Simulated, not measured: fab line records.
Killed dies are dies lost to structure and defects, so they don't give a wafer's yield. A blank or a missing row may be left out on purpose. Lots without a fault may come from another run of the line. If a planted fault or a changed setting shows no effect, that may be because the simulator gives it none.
Matching of chambers :: flow n5_finfet :: 3 sister chambers for N5_BEOL_M3_ILD_DEP_00 on pecvd-01
The step deposits SiOC from DEMS/O2, target thk 79 nm, time 15.3 s. 6 wafers are shown with their chamber, then 9 later ones without.

== WAFERS, EACH WITH ITS CHAMBER ==
wafer: L087.1
chamber: 0
throttle_valve_pct (%): 12.9
rf_fwd_power_W (W): 487.6

wafer: L087.3
chamber: 1
throttle_valve_pct (%): 11.7
rf_fwd_power_W (W): 496.6

wafer: L093.1
chamber: 1
throttle_valve_pct (%): 11.3
rf_fwd_power_W (W): 496.0

wafer: L092.1
chamber: 2
throttle_valve_pct (%): 11.6
rf_fwd_power_W (W): 495.4

wafer: L092.2
chamber: 0
throttle_valve_pct (%): 13.0
rf_fwd_power_W (W): 490.0

wafer: L092.4
chamber: 2
throttle_valve_pct (%): 11.7
rf_fwd_power_W (W): 494.2

== WAFERS MISSING THEIR CHAMBER ==
wafer: L094.1
throttle_valve_pct (%): 11.7
rf_fwd_power_W (W): 497.4

wafer: L094.5
throttle_valve_pct (%): 11.4
rf_fwd_power_W (W): 496.8

wafer: L094.6
throttle_valve_pct (%): 11.3
rf_fwd_power_W (W): 498.7

wafer: L095.3
throttle_valve_pct (%): 13.1
rf_fwd_power_W (W): 491.7

wafer: L095.4
throttle_valve_pct (%): 11.6
rf_fwd_power_W (W): 493.8

wafer: L095.6
throttle_valve_pct (%): 13.2
rf_fwd_power_W (W): 489.8

wafer: L097.1
throttle_valve_pct (%): 11.5
rf_fwd_power_W (W): 496.7

wafer: L097.3
throttle_valve_pct (%): 11.5
rf_fwd_power_W (W): 494.3

wafer: L097.5
throttle_valve_pct (%): 11.7
rf_fwd_power_W (W): 495.5

== EACH ONE'S CHAMBER ==
wafer: L094.1
from the rows above: can't be placed: 1 or 2
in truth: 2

wafer: L094.5
from the rows above: can't be placed: 1 or 2
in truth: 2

wafer: L094.6
from the rows above: can't be placed: 1 or 2
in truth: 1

wafer: L095.3
from the rows above: 0
in truth: 0

wafer: L095.4
from the rows above: can't be placed: 2 or 1
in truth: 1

wafer: L095.6
from the rows above: 0
in truth: 0

wafer: L097.1
from the rows above: can't be placed: 1 or 2
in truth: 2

wafer: L097.3
from the rows above: can't be placed: 2 or 1
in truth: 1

wafer: L097.5
from the rows above: can't be placed: 2 or 1
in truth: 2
Correctly placed: 2 of 9. Cannot be placed on the basis of these rows: 7; the candidates contain the true chamber in 7. Wrongly placed: 0.
How it was worked out, from the rows above alone: a wafer's distance from a chamber is the root of the sum, over the readings, of the square of ((its reading less the chamber's mean) divided by the reading's scatter). If the next closest chamber is less than 2 further off than the closest, the wafer can't be placed; otherwise it belongs to the closest. A chamber's mean is the mean of its shown wafers. The scatter: take each reading less its chamber's mean, square it, sum over the shown wafers, divide by the number of wafers less the number of chambers, and take the root.
